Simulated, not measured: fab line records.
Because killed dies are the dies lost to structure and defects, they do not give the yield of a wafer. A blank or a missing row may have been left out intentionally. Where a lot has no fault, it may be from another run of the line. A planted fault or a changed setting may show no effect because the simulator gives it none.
The tool behind it: which one? | flow n5_finfet | 10 lots with 30 wafers sampled at 5 steps, on a route of 1938 steps

WHAT THE GAUGES SHOWED, per wafer
N5_FIN_SAQP_CD_MEAS_27: the cd target is 20 nm. Usual: 20.25 nm for cd_nm, sd 0.25.
lot  | measured    | on        | cd_nm (nm)        | flag
L782 | day 2 06:49 | cd_sem-03 | 20.71 20.47 20.17 |
L785 | day 3 00:14 | cd_sem-02 | 20.50 20.55 20.11 |
L786 | day 3 06:17 | cd_sem-01 | 20.63 20.30 20.70 |
L790 | day 4 06:16 | cd_sem-03 | 19.88 20.16 20.50 |
L792 | day 4 19:13 | cd_sem-02 | 20.25 20.38 19.88 |
L797 | day 6 00:06 | cd_sem-01 | 20.13 19.45 19.94 |
L798 | day 6 06:21 | cd_sem-01 | 19.89 20.24 19.92 |
L800 | day 6 18:28 | cd_sem-03 | 19.66 19.77 19.61 |
L802 | day 7 06:16 | cd_sem-02 | 19.92 20.34 19.93 |
L803 | day 7 12:32 | cd_sem-03 | 20.57 19.73 20.29 |

N5_BEOL_M4_RC_MEAS_101. Usual: DIBL_N 36.8 mV/V, standard deviation 1.5; DIBL_P 37.1 mV/V, standard deviation 2.1; IOFF_N 0.168 nA/um, standard deviation 0.03; IOFF_P 0.22 nA/um, standard deviation 0.034; ION_N 679 uA/um, standard deviation 12; ION_P 466 uA/um, standard deviation 8; SS_N 71.7 mV/dec, standard deviation 0.58; SS_P 73.5 mV/dec, standard deviation 0.67; VT_N 248.8 mV, standard deviation 2.7; VT_P -250 mV, standard deviation 3.3.
lot  | measured     | on        | DIBL_N (mV/V)  | DIBL_P (mV/V)  | IOFF_N (nA/um)    | IOFF_P (nA/um) | ION_N (uA/um) | ION_P (uA/um) | SS_N (mV/dec)  | SS_P (mV/dec)  | VT_N (mV)         | VT_P (mV)      | flag
L782 | day 8 02:38  | prober-01 | 37.6 37.3 38.0 | 39.4 37.8 39.2 | 0.203 0.181 0.197 | 0.29 0.25 0.28 | 694 679 679   | 475 466 470   | 71.2 71.3 71.7 | 74.3 73.5 74.9 | 245.8 249.1 247.4 | -247 -248 -246 |
L785 | day 8 11:34  | prober-02 | 36.4 38.7 36.0 | 37.5 40.5 37.8 | 0.165 0.200 0.152 | 0.22 0.27 0.23 | 677 687 679   | 468 468 468   | 71.8 72.6 71.0 | 72.7 74.0 72.7 | 247.4 246.2 251.6 | -253 -247 -246 |
L786 | day 8 17:46  | prober-01 | 37.7 39.2 34.7 | 38.3 37.7 33.1 | 0.187 0.213 0.126 | 0.26 0.24 0.17 | 678 680 667   | 467 460 458   | 72.6 72.9 71.5 | 74.2 73.9 73.1 | 247.7 248.0 252.7 | -246 -247 -252 |
L790 | day 9 17:22  | prober-01 | 38.6 35.1 37.7 | 40.4 36.2 38.2 | 0.222 0.148 0.178 | 0.23 0.16 0.20 | 688 680 673   | 457 458 457   | 71.9 70.8 72.5 | 74.1 72.7 73.5 | 245.8 249.5 249.2 | -253 -257 -254 |
L792 | day 10 21:23 | prober-01 | 35.2 34.9 33.5 | 34.7 33.7 31.6 | 0.149 0.131 0.115 | 0.19 0.18 0.15 | 680 663 658   | 466 459 449   | 71.2 71.7 71.1 | 73.7 73.0 72.5 | 248.8 252.6 254.1 | -253 -254 -255 |
L797 | day 11 22:59 | prober-01 | 37.2 38.1 35.6 | 37.4 38.0 35.5 | 0.178 0.182 0.146 | 0.23 0.25 0.20 | 690 689 683   | 467 470 468   | 71.8 71.6 70.7 | 72.4 73.9 72.7 | 245.2 247.6 251.3 | -249 -247 -249 |
L798 | day 12 05:23 | prober-01 | 35.7 33.8 37.9 | 36.8 33.9 39.5 | 0.139 0.118 0.169 | 0.22 0.17 0.27 | 681 674 676   | 472 468 471   | 71.1 70.9 71.7 | 73.4 72.4 73.9 | 252.4 253.6 244.6 | -251 -252 -246 |
L800 | day 12 11:42 | prober-01 | 36.0 36.6 33.2 | 37.5 37.5 33.1 | 0.143 0.163 0.102 | 0.21 0.20 0.15 | 670 677 651   | 462 460 451   | 72.4 72.0 71.3 | 74.4 73.6 72.1 | 250.8 247.4 255.1 | -251 -251 -254 |
L802 | day 13 00:08 | prober-02 | 39.5 36.3 37.7 | 39.8 36.0 37.7 | 0.233 0.149 0.182 | 0.28 0.21 0.23 | 712 687 695   | 478 472 476   | 71.8 71.4 72.2 | 74.5 73.2 73.2 | 244.4 250.9 248.9 | -247 -249 -250 |
L803 | day 13 08:35 | prober-02 | 33.4 34.7 36.5 | 33.0 34.8 36.2 | 0.126 0.147 0.164 | 0.19 0.22 0.26 | 679 681 678   | 469 472 474   | 71.3 71.5 72.4 | 72.9 73.4 73.0 | 252.8 252.4 248.7 | -251 -247 -246 |

TOOL THAT RAN EACH LOT (tool first, then ch and the chambers of the sampled wafers, then the start)
lot  | N5_FIN_SAQP_HM_DEP_72          | N5_FIN_SAQP_SPACER1_ALD_24       | N5_FIN_SAQP_SPACER1_ETCHBACK_25
L782 | pecvd-02 ch 0,1, day 2 03:57   | ald_sin-04 ch 0,1,3, day 2 05:48 | rie_diel-06 ch 0,1,2, day 2 06:37
L785 | pecvd-04 ch 1,2, day 2 21:33   | ald_sin-01 ch 2,3, day 2 23:11   | rie_diel-02 ch 0,2,3, day 3 00:02
L786 | pecvd-02 ch 0,1, day 3 03:20   | ald_sin-01 ch 1,2,3, day 3 05:22 | rie_diel-01 ch 0,1,3, day 3 06:05
L790 | pecvd-04 ch 0,1, day 4 03:05   | ald_sin-03 ch 0,1,2, day 4 05:17 | rie_diel-01 ch 1,2,3, day 4 06:04
L792 | pecvd-02 ch 0,1,2, day 4 16:09 | ald_sin-01 ch 1,3, day 4 18:02   | rie_diel-06 ch 0,1,2, day 4 19:01
L797 | pecvd-02 ch 0,2, day 5 21:19   | ald_sin-01 ch 1,2,3, day 5 23:11 | rie_diel-02 ch 0,1,3, day 5 23:54
L798 | pecvd-04 ch 0,2, day 6 03:48   | ald_sin-03 ch 0,2, day 6 05:26   | rie_diel-02 ch 0,3, day 6 06:09
L800 | pecvd-02 ch 0,1,2, day 6 15:55 | ald_sin-01 ch 0,2,3, day 6 17:34 | rie_diel-06 ch 0,1,2, day 6 18:17
L802 | pecvd-04 ch 0,1,2, day 7 03:31 | ald_sin-04 ch 1,2,3, day 7 05:20 | rie_diel-02 ch 0,1,2, day 7 06:04
L803 | pecvd-02 ch 0,1, day 7 09:59   | ald_sin-03 ch 1,2,3, day 7 11:38 | rie_diel-01 ch 0,1, day 7 12:21
- N5_FIN_SAQP_HM_DEP_72: deposits SiO2 from SiH4/N2O, target thk 12 nm, time 7.2 s.
- N5_FIN_SAQP_SPACER1_ALD_24: deposits SiO2, target thk 20.3 nm, pulse time 1 s, purge time 2 s.
- N5_FIN_SAQP_SPACER1_ETCHBACK_25: etches SiO2 in CHF3/O2, target depth 24.4 nm, time 12.2 s.

AS READ BY THE TOOLS THEMSELVES (means over the sampled wafers that have a number; for cases with no such wafer, the mark the record gives instead)
N5_FIN_SAQP_HM_DEP_72. Usual: heater_power_w 790 W, standard deviation 69; showerhead_plenum_p_Torr 8.15 Torr, standard deviation 0.075.
lot  | tool     | heater_power_w (W) | showerhead_plenum_p_Torr (Torr) | flag
L782 | pecvd-02 | 819                | 8.14                            |
L785 | pecvd-04 | 761                | 8.16                            |
L786 | pecvd-02 | 881                | 8.17                            |
L790 | pecvd-04 | 759                | 8.10                            |
L792 | pecvd-02 | 788                | 8.13                            |
L797 | pecvd-02 | 738                | 8.11                            |
L798 | pecvd-04 | 746                | 8.12                            |
L800 | pecvd-02 | 806                | 8.13                            |
L802 | pecvd-04 | 761                | 8.13                            |
L803 | pecvd-02 | 851                | 8.14                            |

N5_FIN_SAQP_SPACER1_ALD_24. Usual: heater_power_w 464 W, standard deviation 70; precursor_pulse_height_rel 0.999, standard deviation 0.02; susceptor_temp_C 300.02 C, standard deviation 0.19.
lot  | tool       | heater_power_w (W) | precursor_pulse_height_rel | susceptor_temp_C (C) | flag
L782 | ald_sin-04 | 423                | 0.999                      | 300.11               |
L785 | ald_sin-01 | 501                | 1.006                      | 300.06               |
L786 | ald_sin-01 | 470                | 1.005                      | 299.95               |
L790 | ald_sin-03 | 539                | 0.998                      | 300.00               |
L792 | ald_sin-01 | 418                | 1.002                      | 300.27               |
L797 | ald_sin-01 | 514                | 0.979                      | 311.70               | OFF
L798 | ald_sin-03 | 488                | 0.992                      | 299.97               |
L800 | ald_sin-01 | 539                | 1.011                      | 311.64               | OFF
L802 | ald_sin-04 | 412                | 0.979                      | 300.07               |
L803 | ald_sin-03 | 558                | 1.003                      | 299.83               |

N5_FIN_SAQP_SPACER1_ETCHBACK_25. Usual: drypump_motor_current_A 5.6 A, standard deviation 0.52; oes_product_au 0.78 a.u., standard deviation 0.098; rf_vpp_V 520 V, standard deviation 11; showerhead_plenum_p_Torr 2.41 Torr, standard deviation 0.083; throttle_valve_pct 18.97 %, standard deviation 0.23.
lot  | tool        | drypump_motor_current_A (A) | oes_product_au (a.u.) | rf_vpp_V (V) | showerhead_plenum_p_Torr (Torr) | throttle_valve_pct (%) | flag
L782 | rie_diel-06 | 5.8                         | 0.81                  | 517          | 2.48                            | 18.95                  |
L785 | rie_diel-02 | 5.8                         | 0.69                  | 519          | 2.39                            | 19.13                  |
L786 | rie_diel-01 | 5.0                         | 0.74                  | 526          | 2.36                            | 18.96                  |
L790 | rie_diel-01 | 5.5                         | 0.82                  | 529          | 2.39                            | 19.02                  |
L792 | rie_diel-06 | 5.9                         | 0.77                  | 517          | 2.48                            | 18.99                  |
L797 | rie_diel-02 | 6.0                         | 0.80                  | 511          | 2.43                            | 18.91                  |
L798 | rie_diel-02 | 5.9                         | 0.77                  | 514          | 2.44                            | 19.07                  |
L800 | rie_diel-06 | 5.9                         | 0.87                  | 517          | 2.47                            | 18.87                  |
L802 | rie_diel-02 | 5.9                         | 0.87                  | 518          | 2.46                            | 18.79                  |
L803 | rie_diel-01 | 4.9                         | 0.73                  | 521          | 2.33                            | 19.11                  |

THE ANSWER, worked out from the rows above alone
Rule: a lot is off if the mean of its wafers that have a number lies more than 3 standard deviations from the usual mean. A lot without any number at a reading at which 4 lots or more have one is off too. Any other lot the step has rows for is counted as sound. After the gauges, taken in route order, come the tools' own readings; for these a lot's mean is taken, as printed above. At the first step where some lot is off, the reading lying furthest off is the one used; lots without a number count as furthest.
Off, at N5_FIN_SAQP_SPACER1_ALD_24 on susceptor_temp_C: L797, L800.
A tool fits if, at that step or a process step before it, it ran every lot that is off, and no sound lot after the first of them. One fits: ald_sin-01 at N5_FIN_SAQP_SPACER1_ALD_24. A fault onset in the window from L792 (day 4 18:02, its last sound lot) to L797 (day 5 23:11, its first lot off) fits.
The tool's own readings at N5_FIN_SAQP_SPACER1_ALD_24 bear it out: on the lots that are off they differ by more than 5 times the standard deviation of the sound lots' means. susceptor_temp_C reads 311.67 C there against 300.03 C on the sound lots.

WHAT THE SIMULATOR HAD INSERTED
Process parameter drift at N5_FIN_SAQP_SPACER1_ALD_24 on ald_sin-01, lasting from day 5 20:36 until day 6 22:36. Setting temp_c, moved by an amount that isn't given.
Struck lots among those shown: L797, L800. This agrees with what the rule above found.
